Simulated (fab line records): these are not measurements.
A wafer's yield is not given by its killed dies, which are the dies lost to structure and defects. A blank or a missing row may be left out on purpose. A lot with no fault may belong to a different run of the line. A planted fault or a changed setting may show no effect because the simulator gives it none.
Chamber matching || flow n5 finfet || rie diel-01 running N5_SDB_HM_OPEN_20: 4 sister chambers
The step chemistry CH3F/O2, target SiNx, stops on poly-Si, target depth 24 nm. 8 wafers are shown with their chamber, then 8 later ones without.

WAFERS PAIRED WITH THEIR CHAMBERS
{"wafer": "L076.6", "chamber": 0, "drypump motor current A (A)": 5.5, "showerhead plenum p Torr (Torr)": 1.98}
{"wafer": "L088.2", "chamber": 1, "drypump motor current A (A)": 5.2, "showerhead plenum p Torr (Torr)": 2.05}
{"wafer": "L088.5", "chamber": 1, "drypump motor current A (A)": 5.2, "showerhead plenum p Torr (Torr)": 2.05}
{"wafer": "L089.1", "chamber": 2, "drypump motor current A (A)": 5.9, "showerhead plenum p Torr (Torr)": 1.90}
{"wafer": "L090.4", "chamber": 2, "drypump motor current A (A)": 6.0, "showerhead plenum p Torr (Torr)": 1.89}
{"wafer": "L090.5", "chamber": 0, "drypump motor current A (A)": 5.5, "showerhead plenum p Torr (Torr)": 1.97}
{"wafer": "L090.6", "chamber": 3, "drypump motor current A (A)": 4.9, "showerhead plenum p Torr (Torr)": 2.04}
{"wafer": "L092.4", "chamber": 3, "drypump motor current A (A)": 5.0, "showerhead plenum p Torr (Torr)": 2.04}

WAFERS WITH NO CHAMBER GIVEN
{"wafer": "L092.5", "drypump motor current A (A)": 6.0, "showerhead plenum p Torr (Torr)": 1.89}
{"wafer": "L092.6", "drypump motor current A (A)": 5.5, "showerhead plenum p Torr (Torr)": 1.97}
{"wafer": "L094.1", "drypump motor current A (A)": 5.2, "showerhead plenum p Torr (Torr)": 2.05}
{"wafer": "L094.2", "drypump motor current A (A)": 5.9, "showerhead plenum p Torr (Torr)": 1.89}
{"wafer": "L094.3", "drypump motor current A (A)": 5.4, "showerhead plenum p Torr (Torr)": 1.97}
{"wafer": "L097.1", "drypump motor current A (A)": 5.2, "showerhead plenum p Torr (Torr)": 2.05}
{"wafer": "L097.3", "drypump motor current A (A)": 5.9, "showerhead plenum p Torr (Torr)": 1.89}
{"wafer": "L097.5", "drypump motor current A (A)": 5.2, "showerhead plenum p Torr (Torr)": 2.05}

CHAMBER TAKEN BY EACH
{"wafer": "L092.5", "from the rows above": 2, "in truth": 2}
{"wafer": "L092.6", "from the rows above": 0, "in truth": 0}
{"wafer": "L094.1", "from the rows above": 1, "in truth": 1}
{"wafer": "L094.2", "from the rows above": 2, "in truth": 2}
{"wafer": "L094.3", "from the rows above": 0, "in truth": 0}
{"wafer": "L097.1", "from the rows above": 1, "in truth": 1}
{"wafer": "L097.3", "from the rows above": 2, "in truth": 2}
{"wafer": "L097.5", "from the rows above": 1, "in truth": 1}
Correct placement for 8 of the 8. Can't be placed from these rows: 0. Number placed wrongly: 0.
How it was worked out, from the rows above alone: a wafer's distance from a chamber is the root of the sum, over the readings, of the square of ((its reading less the chamber's mean) divided by the reading's scatter). The wafer belongs to the nearest chamber; if the next one is less than 2 further off, it can't be placed. Each chamber's mean is taken over the wafers shown for it. The scatter: the root of (the sum of the squares of (reading less its chamber's mean) over the shown wafers, divided by (wafers less chambers)).
